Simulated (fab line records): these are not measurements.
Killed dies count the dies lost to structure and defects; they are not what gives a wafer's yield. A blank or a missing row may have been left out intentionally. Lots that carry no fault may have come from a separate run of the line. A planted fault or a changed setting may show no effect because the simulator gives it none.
Chamber matching    flow n5_finfet    4 sister chambers for N5_WELL_APT_DESCUM_30 on rie_diel-01
The step chemistry O2, time 7.9 s. 18 wafers are shown with their chamber, then 9 later ones without.

## WAFERS, EACH WITH ITS CHAMBER
wafer   chamber  throttle_valve_pct (%)  showerhead_plenum_p_Torr (Torr)  oes_product_au (a.u.)
L074.2  3        20.52                   2.09                             0.75
L074.3  0        20.68                   2.18                             0.73
L074.6  0        20.67                   2.18                             0.73
L076.1  1        19.90                   2.13                             0.94
L076.4  3        20.53                   2.09                             0.75
L076.6  2        20.50                   2.07                             0.73
L082.2  3        20.55                   2.09                             0.73
L082.4  0        20.69                   2.17                             0.71
L082.6  0        20.70                   2.17                             0.71
L084.3  1        19.90                   2.12                             0.91
L084.4  0        20.71                   2.17                             0.71
L084.5  3        20.54                   2.08                             0.73
L085.1  2        20.53                   2.06                             0.72
L085.4  2        20.54                   2.06                             0.72
L085.5  0        20.70                   2.17                             0.70
L087.3  1        19.92                   2.12                             0.91
L087.4  0        20.71                   2.17                             0.71
L087.6  3        20.56                   2.08                             0.73

SIGNATURES (averages over the wafers above)
reading                   chamber 0  chamber 1  chamber 2  chamber 3  scatter within a chamber
throttle_valve_pct        20.6943    19.9067    20.5233    20.5400    0.0158
showerhead_plenum_p_Torr  2.1729     2.1233     2.0633     2.0860     0.00532
oes_product_au            0.7143     0.9200     0.7233     0.7380     0.0117
Rule: a wafer's distance from a chamber is the root of the sum, over the readings, of the square of ((its reading less the chamber's mean) divided by the reading's scatter). The wafer belongs to the nearest chamber; if the next one is less than 2 further off, it can't be placed. The scatter: take each reading less its chamber's mean, square it, sum over the shown wafers, divide by the number of wafers less the number of chambers, and take the root.

## WAFERS WHOSE CHAMBER IS MISSING
wafer   throttle_valve_pct (%)  showerhead_plenum_p_Torr (Torr)  oes_product_au (a.u.)
L089.1  20.57                   2.08                             0.72
L089.2  20.72                   2.16                             0.70
L089.4  20.56                   2.06                             0.71
L093.2  20.58                   2.08                             0.72
L093.5  20.54                   2.06                             0.72
L093.6  20.58                   2.08                             0.73
L094.1  20.75                   2.16                             0.68
L094.4  20.58                   2.06                             0.71
L094.6  20.74                   2.16                             0.69

## CHAMBER TAKEN BY EACH
wafer   from the rows above      in truth
L089.1  can't be placed: 3 or 2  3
L089.2  0                        0
L089.4  2                        2
L093.2  can't be placed: 3 or 2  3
L093.5  2                        2
L093.6  can't be placed: 3 or 2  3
L094.1  0                        0
L094.4  2                        2
L094.6  0                        0
Placed correctly: 6 of 9. From these rows, 3 cannot be placed; in 3 the true chamber is one of the candidates. Number placed wrongly: 0.
